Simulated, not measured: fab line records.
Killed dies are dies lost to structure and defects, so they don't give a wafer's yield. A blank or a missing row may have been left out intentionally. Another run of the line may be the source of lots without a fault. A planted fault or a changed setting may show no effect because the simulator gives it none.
Which tool is to blame? | flow nandHarc | route of 1302 steps, sampled at 1 step: 6 lots, 17 wafers

WHAT THE GAUGES READ, wafer by wafer
NHARC_P_M2_THK_MEAS_24: measures by xrf.
lot  | measured     | on           | thkNm (nm)
L814 | day 7 08:29  | filmMetro-02 | 143.9 150.8 144.6
L817 | day 8 11:25  | filmMetro-02 | 146.3 146.3 146.0
L819 | day 9 15:25  | filmMetro-02 | 143.3 144.6 143.3
L822 | day 11 03:55 | filmMetro-02 | 144.0 142.7 142.6
L825 | day 12 12:28 | filmMetro-01 | 143.3 142.6 144.4
L830 | day 13 21:38 | filmMetro-01 | 145.9 146.0

WHAT TOOL EACH LOT RAN ON (gives the tool, then ch and the chambers of the sampled wafers, and finally the start)
The record shows no process step preceding these readings.

THE ANSWER, worked out from the rows above alone
Rule: the usual values come from the lots themselves. Put in order of their means at a reading, lots are off if they are a third of the lots or fewer, leave a main group of 4 or more, and stand apart from it by a gap of 3 or more times the standard deviation of the main group's means; of several such gaps the widest counts. Not used: any main group whose means are identical at the precision the tables above print for the reading. A lot without any number at a reading at which 4 lots or more have one is off too. All remaining lots with rows at the step are treated as sound.
Across all readings shown, no lot is off: no conclusion can be drawn from this.

WHAT THE SIMULATOR HAD PUT IN
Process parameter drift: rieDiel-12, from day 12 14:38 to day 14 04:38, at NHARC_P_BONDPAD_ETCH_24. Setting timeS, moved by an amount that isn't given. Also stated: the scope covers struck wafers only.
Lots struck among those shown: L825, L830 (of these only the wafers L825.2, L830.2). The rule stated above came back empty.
